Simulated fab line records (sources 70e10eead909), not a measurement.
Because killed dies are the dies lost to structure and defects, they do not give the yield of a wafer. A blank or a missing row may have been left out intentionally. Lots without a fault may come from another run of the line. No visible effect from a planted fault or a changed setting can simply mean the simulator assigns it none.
Chamber matching    flow nand-harc    NHARC_A_M1_PRE_CLEAN_32 on pecvd-01 has 3 sister chambers
The step time 12 s. 6 wafers are shown with their chamber, then 12 later ones without.

== WAFERS WITH THEIR CHAMBER ==
wafer   chamber  heater-power-w (W)  susceptor-temp-C (C)
L086.5  1        560                 370.20
L087.2  0        655                 369.75
L087.5  2        632                 370.26
L091.4  1        638                 369.99
L091.5  0        591                 370.09
L091.6  2        709                 369.89

== WAFERS WITH NO CHAMBER GIVEN ==
wafer   heater-power-w (W)  susceptor-temp-C (C)
L094.1  626                 369.77
L094.3  648                 370.03
L094.5  632                 369.95
L092.1  612                 370.07
L092.2  695                 369.82
L092.6  595                 369.79
L097.2  607                 369.82
L097.3  682                 369.99
L097.6  631                 369.56
L096.1  611                 370.23
L096.3  556                 370.16
L096.4  628                 370.30

== EACH ONE'S CHAMBER ==
wafer   from the rows above           in truth
L094.1  can't be placed: 0 or 1 or 2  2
L094.3  can't be placed: 2 or 0 or 1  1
L094.5  can't be placed: 0 or 1 or 2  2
L092.1  can't be placed: 1 or 0 or 2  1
L092.2  can't be placed: 2 or 0 or 1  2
L092.6  can't be placed: 0 or 1 or 2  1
L097.2  can't be placed: 0 or 1 or 2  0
L097.3  can't be placed: 2 or 0 or 1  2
L097.6  can't be placed: 0 or 2 or 1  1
L096.1  can't be placed: 1 or 2 or 0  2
L096.3  can't be placed: 1 or 0 or 2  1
L096.4  can't be placed: 1 or 2 or 0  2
Placed correctly: 0 of 12. Cannot be placed on the basis of these rows: 12; the candidates contain the true chamber in 12. 0 placed wrongly.
How it was worked out, from the rows above alone: a wafer's distance from a chamber is the root of the sum, over the readings, of the square of ((its reading less the chamber's mean) divided by the reading's scatter). The wafer belongs to the nearest chamber; if the next one is less than 2 further off, it can't be placed. The mean given for a chamber averages the wafers shown for that chamber. The scatter is the square root of a quotient: the sum, over the shown wafers, of each reading's squared deviation from its chamber's mean, divided by wafers minus chambers.
